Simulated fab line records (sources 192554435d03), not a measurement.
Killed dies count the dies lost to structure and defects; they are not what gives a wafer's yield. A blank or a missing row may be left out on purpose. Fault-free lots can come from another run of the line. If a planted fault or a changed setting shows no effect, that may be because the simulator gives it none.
Problem report, 8D (eight disciplines) form, completed by code / flow n5 finfet / the parts of the form that need people (team, actions taken, sign-off) are left out

1. WHAT WENT WRONG
Mean of killed_at_M4_up at N5_PASSIVATION_PROBE_49: 147 across 2 wafers in 2 lots; on wafers with no fault it is 14 (standard deviation 5.3). That is +25 standard deviations from the usual mean.
First observed at day 14 03:26: wafer L371.6, on prober-01. The record has a number at this step for 6 wafers belonging to 2 lots. Rule for "out", or "out of limits": more than 4 standard deviations from the usual mean. Any other wafer with a number is counted as sound.

2. WHAT IT IS, WHAT IT ISN'T
question=which readings at this step | is=killed_at_M4_up, defect limited yield, killed dies, sort_bin_5_function, sort n pass, sort yield pct | is not=killed_at_M0_to_M3, killed at contacts, killed at front end, killed at other, killed open, killed short
question=which lots | is=L371, L373 | is not=-
question=which wafers of those lots | is=L371.6, L373.2 | is not=L371.2, L371.4, L373.1, L373.6
question=read on which tools | is=prober-01, prober-02 | is not=-
question=when | is=from day 14 03:26 | is not=up to then (2 sound wafers); but 2 sound wafers of L373 came after

3. SUSPECTS, AND WHAT RULES EACH OUT
Counting: a tool at a process step up to the reading stays a suspect if it ran every lot that is out. Sound lots after the first of them don't rule it out here, since some wafers of a struck lot are sound.
- rie diel-01 at N5_BEOL_M12_ETCH_67 (etches SiARC in CF4, target depth 143 nm, time 238.3 s): kept. It ran every lot that is out, first L371 (day 12 16:44).
- pecvd-03 at N5_MIM_TOP_ETCH_PECVD_03 (deposits SiNx from SiH4/NH3/N2, target thk 20 nm, time 17.6 s): kept. It ran every lot that is out, first L371 (day 13 18:14).
- rie diel-05 at N5_PASSIVATION_STRIP_14 (strips in O2): kept. It ran every lot that is out, first L371 (day 13 21:00).
- rie diel-01, N5_BEOL_M12_ETCH_67: wafers that are out in chamber 0, sound lot-mates in chambers 1, 2, 3.
- pecvd-03, N5_MIM_TOP_ETCH_PECVD_03: wafers that are out in chamber 2, sound lot-mates in chambers 0, 1.
Left after counting: rie diel-01 at N5_BEOL_M12_ETCH_67, pecvd-03 at N5_MIM_TOP_ETCH_PECVD_03, rie diel-05 at N5_PASSIVATION_STRIP_14.

4. THE CAUSE (what the simulator had put in)
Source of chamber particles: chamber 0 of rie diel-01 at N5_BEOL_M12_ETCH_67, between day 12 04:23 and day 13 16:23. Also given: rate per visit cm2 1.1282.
After counting, 3 suspects remain, this tool included.

5. SEQUENCE OF EFFECTS, ordered by route
Each row: a reading whose mean over the struck wafers that have a number lies more than 3 standard deviations from the usual. Readings are gone through only where the record gives a usual standard deviation; hours: the median, over the lots, of the time from a lot's start at the first step in this table giving one to that lot's start at this step; sigmas: the change measured in usual standard deviations.
hours=0; step=N5_PASSIVATION_PROBE_49; reading=defect limited yield; usual=91.1 %; on struck wafers=79.8; change=-11.3; sigmas=-8.1
hours=0; step=N5_PASSIVATION_PROBE_49; reading=killed_at_M4_up; usual=14; on struck wafers=147; change=+133; sigmas=+25
hours=0; step=N5_PASSIVATION_PROBE_49; reading=killed dies; usual=105; on struck wafers=238; change=+133; sigmas=+8.3
hours=0; step=N5_PASSIVATION_PROBE_49; reading=sort_bin_5_function; usual=5.2 %; on struck wafers=13.1; change=+7.9; sigmas=+8.3
hours=0; step=N5_PASSIVATION_PROBE_49; reading=sort n pass; usual=1075; on struck wafers=942; change=-133; sigmas=-8.3
hours=0; step=N5_PASSIVATION_PROBE_49; reading=sort yield pct; usual=91.1 %; on struck wafers=79.8; change=-11.3; sigmas=-8.1
It contains these process steps:
- N5_PASSIVATION_PROBE_49

6. HOW IT WOULD HAVE BEEN CAUGHT EARLIER
In this record no reading fell out of limits until day 14 03:26, 47 hours after the fault had begun at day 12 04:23.
An alarm limit of 4 standard deviations would not have fired on the tool readings at N5_BEOL_M12_ETCH_67 for which the record gives a usual standard deviation, since none of them was out on any struck wafer.
The start of N5_BEOL_M12_ETCH_67 on rie diel-01 came by day 14 03:26 for every one of the lots that are out (2). A hold on the tool at that time would have spared none of them.
